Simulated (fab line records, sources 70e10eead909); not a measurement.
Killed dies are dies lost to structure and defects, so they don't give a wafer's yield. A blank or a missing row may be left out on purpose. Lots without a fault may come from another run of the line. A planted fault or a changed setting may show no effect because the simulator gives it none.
Which tool did it? | flow nand_harc | 24 lots, 72 wafers sampled, at 5 steps of a route of 1159

WHAT THE GAUGES READ, wafer by wafer
NHARC_P_M1_OVL_MEAS_10: pitch 260 nm.
lot  | measured     | on         | overlay_x_nm (nm) | overlay_y_nm (nm)
L074 | day 6 02:52  | overlay-02 | 1.0 0.8 0.3       | 1.0 1.1 1.0
L075 | day 6 15:56  | overlay-02 | -1.2 -0.7 -0.4    | 0.0 -0.2 -0.1
L076 | day 6 16:22  | overlay-01 | 0.1 0.3 0.6       | -0.1 0.1 0.0
L077 | day 6 18:02  | overlay-01 | 0.1 -0.3 0.0      | -0.7 -1.0 -0.9
L079 | day 7 08:41  | overlay-02 | 0.2 0.5 -0.3      | -1.5 -1.0 -1.4
L078 | day 7 09:34  | overlay-01 | -0.5 -0.8 -0.1    | 0.6 0.4 1.0
L080 | day 7 09:45  | overlay-02 | 0.5 0.8 0.4       | -0.4 -0.6 -0.4
L081 | day 7 16:53  | overlay-02 | 0.0 -0.4 0.5      | -0.5 -0.8 -0.5
L083 | day 8 03:13  | overlay-02 | -1.5 -1.1 -1.3    | -1.3 -1.5 -1.2
L082 | day 8 05:58  | overlay-01 | -0.9 -1.0 -0.9    | -0.4 0.1 0.5
L085 | day 8 17:05  | overlay-01 | 0.1 0.3 0.0       | -0.5 -0.5 -0.5
L084 | day 8 17:15  | overlay-02 | 1.2 1.6 1.8       | -0.1 0.0 0.4
L086 | day 9 05:52  | overlay-02 | -0.7 -0.2 -0.6    | 0.0 0.5 0.8
L088 | day 9 06:12  | overlay-01 | -0.2 -0.2 -0.9    | 0.6 0.5 0.7
L087 | day 9 07:02  | overlay-02 | 1.6 2.0 1.6       | -0.8 -0.9 -0.8
L089 | day 9 22:26  | overlay-02 | -0.7 -0.8 -0.2    | 0.3 0.1 0.2
L090 | day 9 22:58  | overlay-01 | 0.0 -0.2 0.4      | 0.2 -0.1 0.6
L092 | day 10 08:11 | overlay-01 | 1.1 1.4 0.9       | -0.2 0.5 -1.1
L091 | day 10 08:59 | overlay-01 | -0.9 -0.3 -1.0    | -1.5 -0.9 -1.8
L093 | day 10 12:46 | overlay-02 | 1.0 0.8 0.6       | 0.4 0.7 0.7
L094 | day 11 00:49 | overlay-02 | -0.7 -0.8 -1.0    | -0.3 -0.8 -0.3
L095 | day 11 05:17 | overlay-02 | -0.8 -0.4 -0.2    | -0.7 -0.8 -0.4
L097 | day 11 10:11 | overlay-02 | -0.7 -0.9 -1.0    | 0.2 -0.1 0.2
L096 | day 11 11:17 | overlay-01 | -0.1 -0.6 0.0     | 0.3 0.1 -0.5

NHARC_P_M2_THK_MEAS_24: measures by xrf.
lot  | measured     | on            | thk_nm (nm)
L074 | day 6 09:35  | film_metro-02 | 142.2 146.3 143.6
L075 | day 6 22:58  | film_metro-02 | 144.7 145.1 143.9
L076 | day 6 23:14  | film_metro-02 | 146.1 143.8 145.4
L077 | day 7 00:37  | film_metro-02 | 144.0 146.4 146.0
L079 | day 7 15:29  | film_metro-02 | 145.7 148.7 147.2
L078 | day 7 16:39  | film_metro-01 | 142.8 146.8 146.6
L080 | day 7 16:41  | film_metro-01 | 143.7 144.2 146.6
L081 | day 7 23:35  | film_metro-01 | 146.0 145.5 143.6
L083 | day 8 09:48  | film_metro-02 | 143.5 145.3 143.4
L082 | day 8 12:44  | film_metro-01 | 142.6 142.0 144.0
L085 | day 8 23:56  | film_metro-01 | 146.3 146.1 146.0
L084 | day 9 00:07  | film_metro-01 | 144.6 144.2 146.0
L086 | day 9 12:56  | film_metro-01 | 143.6 142.8 144.5
L088 | day 9 13:19  | film_metro-01 | 143.6 148.0 144.1
L087 | day 9 13:44  | film_metro-01 | 144.2 145.2 144.0
L089 | day 10 05:11 | film_metro-01 | 140.1 145.6 146.5
L090 | day 10 06:04 | film_metro-02 | 145.4 144.6 145.0
L092 | day 10 15:44 | film_metro-02 | 145.6 145.3 147.6
L091 | day 10 15:58 | film_metro-01 | 145.2 145.7 148.1
L093 | day 10 19:49 | film_metro-01 | 142.6 144.8 142.9
L094 | day 11 07:29 | film_metro-02 | 144.1 143.0 143.6
L095 | day 11 12:13 | film_metro-02 | 142.5 144.1 144.3
L097 | day 11 17:08 | film_metro-01 | 144.4 146.1 145.9
L096 | day 11 17:59 | film_metro-02 | 147.9 146.3 145.3

NHARC_A_ZERO_WELL_CD_MEAS_10: target cd 2000 nm.
lot  | measured     | on        | cd_nm (nm)
L074 | day 6 15:56  | cd_sem-01 | 2000.9 2000.5 2000.7
L075 | day 7 04:57  | cd_sem-03 | 2002.0 2000.6 2001.2
L076 | day 7 05:33  | cd_sem-02 | 1999.6 2000.7 1999.3
L077 | day 7 06:38  | cd_sem-03 | 1998.8 1999.1 1999.1
L079 | day 7 21:37  | cd_sem-02 | 2001.5 1999.9 1999.7
L078 | day 7 22:37  | cd_sem-01 | 2000.7 2000.8 2000.9
L080 | day 7 22:56  | cd_sem-03 | 2000.1 1999.9 1999.2
L081 | day 8 05:31  | cd_sem-02 | 1998.8 1998.7 1998.8
L083 | day 8 16:28  | cd_sem-01 | 2001.7 2001.3 2000.1
L082 | day 8 18:56  | cd_sem-03 | 2000.2 1999.8 2000.1
L085 | day 9 05:54  | cd_sem-03 | 1999.6 1996.4 1995.9
L084 | day 9 06:23  | cd_sem-02 | 1996.5 2000.6 1999.7
L086 | day 9 19:05  | cd_sem-02 | 1999.0 1998.3 1997.8
L088 | day 9 19:16  | cd_sem-03 | 1999.9 1998.0 1998.7
L087 | day 9 19:52  | cd_sem-03 | 2002.1 2003.4 2002.4
L089 | day 10 11:40 | cd_sem-01 | 1999.8 2000.8 2001.0
L090 | day 10 12:31 | cd_sem-02 | 1999.4 1997.8 1999.8
L092 | day 10 22:29 | cd_sem-02 | 2001.1 1999.8 2000.1
L091 | day 10 23:17 | cd_sem-03 | 1998.0 1999.2 1999.9
L093 | day 11 02:02 | cd_sem-01 | 2000.9 1999.1 2002.4
L094 | day 11 13:32 | cd_sem-03 | 1998.6 1997.2 1998.3
L095 | day 11 18:54 | cd_sem-03 | 2000.4 2000.2 1998.6
L097 | day 11 23:25 | cd_sem-03 | 1999.4 2000.3 2000.6
L096 | day 12 00:00 | cd_sem-02 | 1997.9 1997.8 1997.9

NHARC_A_ONON_D1_THK_MEAS_08: measures by ellipsometry.
lot  | measured     | on            | thk_nm (nm)
L074 | day 7 16:25  | film_metro-01 | 999 999 998
L075 | day 8 05:07  | film_metro-02 | 997 996 996
L076 | day 8 05:06  | film_metro-01 | 996 998 999
L077 | day 8 05:06  | film_metro-02 | 1006 1005 1007
L079 | day 8 21:37  | film_metro-01 | 1006 1007 1007
L078 | day 8 21:35  | film_metro-02 | 1008 1007 1005
L080 | day 8 21:35  | film_metro-01 | 1002 1004 1002
L081 | day 9 05:36  | film_metro-01 | 988 989 988
L083 | day 9 16:56  | film_metro-01 | 987 987 987
L082 | day 9 17:10  | film_metro-02 | 975 974 975
L085 | day 10 07:52 | film_metro-01 | 990 989 987
L084 | day 10 07:53 | film_metro-02 | 990 989 990
L086 | day 10 18:44 | film_metro-01 | 1003 1003 1003
L088 | day 10 18:53 | film_metro-01 | 1008 1007 1009
L087 | day 10 18:39 | film_metro-02 | 1005 1004 1005
L089 | day 11 12:43 | film_metro-02 | 996 995 995
L090 | day 11 12:42 | film_metro-01 | 1008 1004 1008
L092 | day 11 22:11 | film_metro-02 | 1004 1004 1005
L091 | day 11 22:24 | film_metro-01 | 1006 1009 1008
L093 | day 12 08:57 | film_metro-01 | 996 998 997
L094 | day 12 15:01 | film_metro-01 | 995 994 994
L095 | day 12 21:11 | film_metro-02 | 1002 1005 1001
L097 | day 12 21:16 | film_metro-01 | 987 989 987
L096 | day 12 21:28 | film_metro-02 | 1010 1010 1011

NHARC_A_CHANNEL_HOLE_D1_CD_MEAS_10: target cd 100 nm.
lot  | measured     | on        | cd_nm (nm)
L074 | day 8 06:18  | cd_sem-03 | 100.3 100.2 100.3
L075 | day 8 21:13  | cd_sem-03 | 100.6 100.3 100.1
L076 | day 8 22:04  | cd_sem-01 | 99.9 99.9 99.7
L077 | day 8 20:20  | cd_sem-03 | 100.2 100.5 100.3
L079 | day 9 12:04  | cd_sem-02 | 100.6 100.6 100.6
L078 | day 9 12:57  | cd_sem-01 | 100.7 100.0 99.9
L080 | day 9 12:16  | cd_sem-02 | 99.6 100.2 101.0
L081 | day 9 20:31  | cd_sem-03 | 99.5 100.2 99.8
L083 | day 10 07:56 | cd_sem-03 | 99.8 99.7 100.2
L082 | day 10 07:38 | cd_sem-01 | 100.4 100.7 100.4
L085 | day 10 22:47 | cd_sem-02 | 99.5 99.3 100.1
L084 | day 10 21:31 | cd_sem-03 | 100.2 99.2 100.1
L086 | day 11 10:54 | cd_sem-02 | 99.5 99.6 99.6
L088 | day 11 12:47 | cd_sem-02 | 99.6 100.0 100.0
L087 | day 11 11:07 | cd_sem-01 | 99.9 99.9 100.4
L089 | day 12 03:04 | cd_sem-03 | 100.2 100.4 100.0
L090 | day 12 02:26 | cd_sem-02 | 99.3 99.6 99.2
L092 | day 12 14:07 | cd_sem-01 | 100.0 100.6 100.2
L091 | day 12 12:23 | cd_sem-02 | 100.0 101.3 100.3
L093 | day 12 23:54 | cd_sem-03 | 99.5 100.3 100.1
L094 | day 13 04:41 | cd_sem-03 | 99.6 99.9 100.2
L095 | day 13 11:51 | cd_sem-02 | 100.6 100.2 100.1
L097 | day 13 13:34 | cd_sem-02 | 99.7 99.6 100.1
L096 | day 13 13:50 | cd_sem-02 | 100.2 100.6 100.2

WHICH TOOL RAN EACH LOT (tool, then ch and the chambers of the sampled wafers, then the start)
The record holds no process step before these readings.

WHAT THE TOOLS THEMSELVES READ (means of the sampled wafers that have a number; where no wafer has one, the mark that the record gives instead)
The record holds no such reading with a usual standard deviation.

THE ANSWER, worked out from the rows above alone
Rule: what is usual is taken from the lots themselves. Put in order of their means at a reading, lots are off if they are a third of the lots or fewer, leave a main group of 4 or more, and stand apart from it by a gap of 3 or more times the standard deviation of the main group's means; of several such gaps the widest counts. A main group whose means are all the same, to the digits that the tables above print for the reading, isn't used. A lot without any number at a reading at which 4 lots or more have one is off too. The other lots that the step has rows for count as sound. The gauges are gone through in route order, then the tools' own readings, and for those a lot's mean is taken as printed above. The first step at which some lot is off is used, and at that step the reading that is off furthest; a lot without a number counts as furthest.
No lot is off at any reading shown: from this, nothing can be told.

WHAT THE SIMULATOR HAD PUT IN
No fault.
